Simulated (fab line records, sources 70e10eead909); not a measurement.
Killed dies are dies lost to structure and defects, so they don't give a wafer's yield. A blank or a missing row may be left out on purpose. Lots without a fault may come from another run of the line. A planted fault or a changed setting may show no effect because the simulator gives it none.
Which tool did it? | flow nand_harc | 12 lots, 33 wafers sampled, at 5 steps of a route of 1302

WHAT THE GAUGES READ, wafer by wafer
NHARC_END_SORT_01. Usual: killed_at_array 54, standard deviation 12; killed_at_other 0.7, standard deviation 1.1; killed_at_periphery 3.9, standard deviation 2.8; killed_dies 59, standard deviation 13; killed_open 3.4, standard deviation 2; killed_short 2.5, standard deviation 1.7.
lot  | measured     | on        | killed_at_array | killed_at_other | killed_at_periphery | killed_dies | killed_open | killed_short | flag
L488 | day 28 03:53 | prober-01 | 577 52          | 3 3             | 4 2                 | 584 57      | 5 2         | 3 1          | OFF
L490 | day 28 17:56 | prober-01 | 475 42          | 1 0             | 10 5                | 486 47      | 7 4         | 1 1          | OFF

WHICH TOOL RAN EACH LOT (tool, then ch and the chambers of the sampled wafers, then the start)
lot  | NHARC_A_STAIRCASE_TRIM_12          | NHARC_A_STAIRCASE_ETCH_15                     | NHARC_A_STAIRCASE_TRIM_16          | NHARC_A_STAIRCASE_ETCH_25
L480 | rie_diel-06 ch 0,3, day 15 14:48   | rie_diel-06 ch 0,3, day 15 15:16 or earlier   | rie_diel-06 ch 1,2, day 15 15:16   | rie_diel-11 ch 2,3, no start
L483 | rie_diel-06 ch 2,3, day 17 06:11   | rie_diel-06 ch 1,2,3, day 17 09:24 or earlier | rie_diel-06 ch 0,2,3, day 17 09:24 | rie_diel-01 ch 1,3, no start
L482 | rie_diel-11 ch 0,1,2, day 17 06:29 | rie_diel-11 ch 0,1,3, day 17 06:56 or earlier | rie_diel-11 ch 0,1,3, day 17 06:56 | rie_diel-11 ch 0,1,2, no start
L487 | rie_diel-01 ch 1,2, day 19 00:16   | rie_diel-01 ch 0,3, day 19 00:43 or earlier   | rie_diel-01 ch 0,2, day 19 00:43   | rie_diel-01 ch 1,3, no start
L488 | rie_diel-01 ch 2,3, day 19 14:51   | rie_diel-01 ch 2,3, day 19 15:23 or earlier   | rie_diel-01 ch 1,2, day 19 15:23   | rie_diel-01 ch 1,2, day 28 03:53 or earlier
L490 | rie_diel-01 ch 1,3, day 20 04:00   | rie_diel-01 ch 1,3, day 20 04:40 or earlier   | rie_diel-01 ch 0,3, day 20 04:40   | rie_diel-01 ch 0,1, day 28 17:56 or earlier
L494 | rie_diel-06 ch 2,3, day 22 01:51   | rie_diel-06 ch 0,2,3, day 22 02:19 or earlier | rie_diel-06 ch 2,3, day 22 02:19   | rie_diel-06 ch 0,1, no start
L495 | rie_diel-11 ch 0,1,3, day 22 11:59 | rie_diel-11 ch 0,2,3, day 22 12:58 or earlier | rie_diel-11 ch 2,3, day 22 12:58   | rie_diel-11 ch 1,2, no start
L496 | rie_diel-11 ch 1,3, day 23 07:12   | rie_diel-11 ch 0,1,2, day 23 07:43 or earlier | rie_diel-11 ch 0,3, day 23 07:43   | rie_diel-11 ch 0,1,2, no start
L497 | rie_diel-01 ch 0,3, day 23 07:35   | rie_diel-01 ch 1,2,3, day 23 08:08 or earlier | rie_diel-01 ch 1,2,3, day 23 08:08 | rie_diel-01 ch 0,3, no start
L498 | rie_diel-01 ch 1,2,3, day 23 22:41 | rie_diel-01 ch 0,2, day 23 23:09 or earlier   | rie_diel-01 ch 0,1,3, day 23 23:09 | rie_diel-01 ch 0,2,3, no start
L499 | rie_diel-06 ch 1,2,3, day 24 11:41 | rie_diel-06 ch 1,2,3, day 24 12:12 or earlier | rie_diel-06 ch 0,2,3, day 24 12:12 | rie_diel-06 ch 1,2,3, no start
- NHARC_A_STAIRCASE_TRIM_12: chemistry O2, time 211.2 s.
- NHARC_A_STAIRCASE_ETCH_15: etches the open film in C4F8/O2, target depth 100 nm, time 40.5 s.
- NHARC_A_STAIRCASE_TRIM_16: chemistry O2, time 211.2 s.
- NHARC_A_STAIRCASE_ETCH_25: etches the open film in C4F8/O2, target depth 100 nm, time 40.5 s.

WHAT THE TOOLS THEMSELVES READ (means of the sampled wafers that have a number; where no wafer has one, the mark that the record gives instead)
NHARC_A_STAIRCASE_TRIM_12. Usual: drypump_motor_current_A 5.7 A, standard deviation 0.47; mfc_ar_sccm 0.004 sccm, standard deviation 0.0072; o2_flow_sccm 499.8 sccm, standard deviation 1.5; oes_product_au 1.004 a.u., standard deviation 0.015; rf_vpp_V 57.8 V, standard deviation 0.95; run_length_s 232.6 s, standard deviation 0.41; showerhead_plenum_p_Torr 3.53 Torr, standard deviation 0.18; throttle_valve_pct 17.036 %, standard deviation 0.0089.
lot  | tool        | drypump_motor_current_A (A) | mfc_ar_sccm (sccm) | o2_flow_sccm (sccm) | oes_product_au (a.u.) | rf_vpp_V (V) | run_length_s (s) | showerhead_plenum_p_Torr (Torr) | throttle_valve_pct (%) | flag
L480 | rie_diel-06 | 5.8                         | 0.000              | 498.8               | 1.012                 | 56.7         | 232.4            | 3.32                            | 17.026                 |
L483 | rie_diel-06 | 5.6                         | 0.000              | 501.0               | 1.009                 | 57.0         | 232.5            | 3.43                            | 17.032                 |
L482 | rie_diel-11 | 5.2                         | 0.003              | 498.9               | 0.994                 | 57.3         | 232.3            | 3.42                            | 17.038                 |
L487 | rie_diel-01 | 6.0                         | 0.011              | 500.9               | 1.006                 | 58.9         | 232.7            | 3.77                            | 17.037                 |
L488 | rie_diel-01 | 6.2                         | 0.000              | 498.2               | 1.006                 | 59.0         | 232.7            | 3.61                            | 17.035                 |
L490 | rie_diel-01 | 5.5                         | 0.011              | 501.1               | 0.993                 | 57.5         | 233.0            | 3.63                            | 17.034                 |
L494 | rie_diel-06 | 5.6                         | 0.000              | 498.5               | 1.010                 | 57.9         | 232.5            | 3.69                            | 17.029                 |
L495 | rie_diel-11 | 5.0                         | 0.003              | 499.2               | 1.003                 | 57.4         | 232.3            | 3.56                            | 17.040                 |
L496 | rie_diel-11 | 5.3                         | 0.000              | 499.6               | 0.997                 | 58.0         | 232.5            | 3.56                            | 17.032                 |
L497 | rie_diel-01 | 5.8                         | 0.011              | 499.6               | 1.007                 | 58.6         | 232.8            | 3.58                            | 17.026                 |
L498 | rie_diel-01 | 5.9                         | 0.007              | 500.6               | 0.999                 | 59.1         | 232.6            | 3.65                            | 17.031                 |
L499 | rie_diel-06 | 5.8                         | 0.000              | 501.1               | 1.020                 | 58.5         | 232.5            | 3.68                            | 17.042                 |

NHARC_A_STAIRCASE_ETCH_15. Usual: oes_product_au 0.946 a.u., standard deviation 0.018; rf_vpp_V 896 V, standard deviation 6.6.
lot  | tool        | oes_product_au (a.u.) | rf_vpp_V (V) | flag
L480 | rie_diel-06 | 0.956                 | 889          |
L483 | rie_diel-06 | 0.942                 | 890          |
L482 | rie_diel-11 | 0.940                 | 891          |
L487 | rie_diel-01 | 0.947                 | 898          |
L488 | rie_diel-01 | 0.941                 | 900          |
L490 | rie_diel-01 | 0.929                 | 899          |
L494 | rie_diel-06 | 0.951                 | 896          |
L495 | rie_diel-11 | 0.928                 | 893          |
L496 | rie_diel-11 | 0.935                 | 898          |
L497 | rie_diel-01 | 0.942                 | 900          |
L498 | rie_diel-01 | 0.958                 | 901          |
L499 | rie_diel-06 | 0.962                 | 901          |

NHARC_A_STAIRCASE_TRIM_16. Usual: drypump_motor_current_A 5.7 A, standard deviation 0.48; mfc_ar_sccm 0.004 sccm, standard deviation 0.0072; o2_flow_sccm 500.0 sccm, standard deviation 1.6; oes_product_au 1.003 a.u., standard deviation 0.016; rf_vpp_V 57.7 V, standard deviation 0.89; run_length_s 232.5 s, standard deviation 0.4; showerhead_plenum_p_Torr 3.52 Torr, standard deviation 0.18; throttle_valve_pct 17.037 %, standard deviation 0.011.
lot  | tool        | drypump_motor_current_A (A) | mfc_ar_sccm (sccm) | o2_flow_sccm (sccm) | oes_product_au (a.u.) | rf_vpp_V (V) | run_length_s (s) | showerhead_plenum_p_Torr (Torr) | throttle_valve_pct (%) | flag
L480 | rie_diel-06 | 5.7                         | 0.000              | 500.1               | 1.020                 | 57.4         | 232.7            | 3.43                            | 17.029                 |
L483 | rie_diel-06 | 5.7                         | 0.000              | 500.3               | 0.997                 | 57.0         | 232.4            | 3.37                            | 17.041                 |
L482 | rie_diel-11 | 5.0                         | 0.003              | 499.9               | 0.984                 | 57.0         | 232.4            | 3.41                            | 17.041                 |
L487 | rie_diel-01 | 6.2                         | 0.009              | 500.0               | 1.014                 | 57.2         | 264.4            | 3.70                            | 17.031                 | OFF
L488 | rie_diel-01 | 6.0                         | 0.011              | 501.0               | 1.002                 | 57.8         | 264.2            | 3.76                            | 17.044                 | OFF
L490 | rie_diel-01 | 5.8                         | 0.009              | 500.5               | 0.999                 | 58.8         | 264.8            | 3.56                            | 17.024                 | OFF
L494 | rie_diel-06 | 5.7                         | 0.000              | 501.1               | 1.015                 | 58.2         | 232.3            | 3.69                            | 17.043                 |
L495 | rie_diel-11 | 5.6                         | 0.000              | 499.2               | 1.003                 | 57.5         | 232.5            | 3.46                            | 17.041                 |
L496 | rie_diel-11 | 5.2                         | 0.003              | 498.4               | 1.010                 | 58.1         | 232.6            | 3.44                            | 17.038                 |
L497 | rie_diel-01 | 5.9                         | 0.007              | 501.0               | 1.001                 | 58.1         | 232.7            | 3.66                            | 17.044                 |
L498 | rie_diel-01 | 5.7                         | 0.013              | 499.1               | 0.999                 | 58.1         | 232.7            | 3.62                            | 17.042                 |
L499 | rie_diel-06 | 5.7                         | 0.000              | 499.6               | 1.010                 | 57.7         | 232.5            | 3.51                            | 17.031                 |

NHARC_A_STAIRCASE_ETCH_25. Usual: oes_product_au 0.947 a.u., standard deviation 0.016; rf_vpp_V 896 V, standard deviation 6.6.
lot  | tool        | oes_product_au (a.u.) | rf_vpp_V (V) | flag
L480 | rie_diel-11 | 0.966                 | 896          |
L483 | rie_diel-01 | 0.942                 | 902          |
L482 | rie_diel-11 | 0.946                 | 893          |
L487 | rie_diel-01 | 0.943                 | 900          |
L488 | rie_diel-01 | 0.943                 | 904          |
L490 | rie_diel-01 | 0.948                 | 902          |
L494 | rie_diel-06 | 0.940                 | 895          |
L495 | rie_diel-11 | 0.924                 | 900          |
L496 | rie_diel-11 | 0.951                 | 897          |
L497 | rie_diel-01 | 0.934                 | 897          |
L498 | rie_diel-01 | 0.959                 | 899          |
L499 | rie_diel-06 | 0.961                 | 902          |

THE ANSWER, worked out from the rows above alone
Rule: a lot is off if the mean of its wafers that have a number lies more than 3 standard deviations from the usual mean. A lot without any number at a reading at which 4 lots or more have one is off too. The other lots that the step has rows for count as sound. The gauges are gone through in route order, then the tools' own readings, and for those a lot's mean is taken as printed above. The first step at which some lot is off is used, and at that step the reading that is off furthest; a lot without a number counts as furthest.
Off: L488, L490, at NHARC_END_SORT_01 (killed_at_array). Neither off nor sound, because the step has no rows for them: L480, L483, L482, L487, L494, L495, L496, L497, L498, L499.
A tool fits if, at a process step before that reading, it ran every lot that is off, and no sound lot after the first of them. The gauges at NHARC_END_SORT_01 aren't tried: what is off there is off at NHARC_A_STAIRCASE_TRIM_16 too, on other tools, and a gauge's error can't cause that. NHARC_A_STAIRCASE_ETCH_15 gives no start for some lots, so the hours and the order of its lots are those of NHARC_A_STAIRCASE_TRIM_16. NHARC_A_STAIRCASE_ETCH_25 gives no start for some lots, so the hours and the order of its lots are those of NHARC_END_SORT_01. One fits: rie_diel-01 at NHARC_A_STAIRCASE_TRIM_12 and NHARC_A_STAIRCASE_ETCH_15 and NHARC_A_STAIRCASE_TRIM_16 and NHARC_A_STAIRCASE_ETCH_25. It ran no sound lot before its first lot that is off in this sample, so the start can't be narrowed down.

WHAT THE SIMULATOR HAD PUT IN
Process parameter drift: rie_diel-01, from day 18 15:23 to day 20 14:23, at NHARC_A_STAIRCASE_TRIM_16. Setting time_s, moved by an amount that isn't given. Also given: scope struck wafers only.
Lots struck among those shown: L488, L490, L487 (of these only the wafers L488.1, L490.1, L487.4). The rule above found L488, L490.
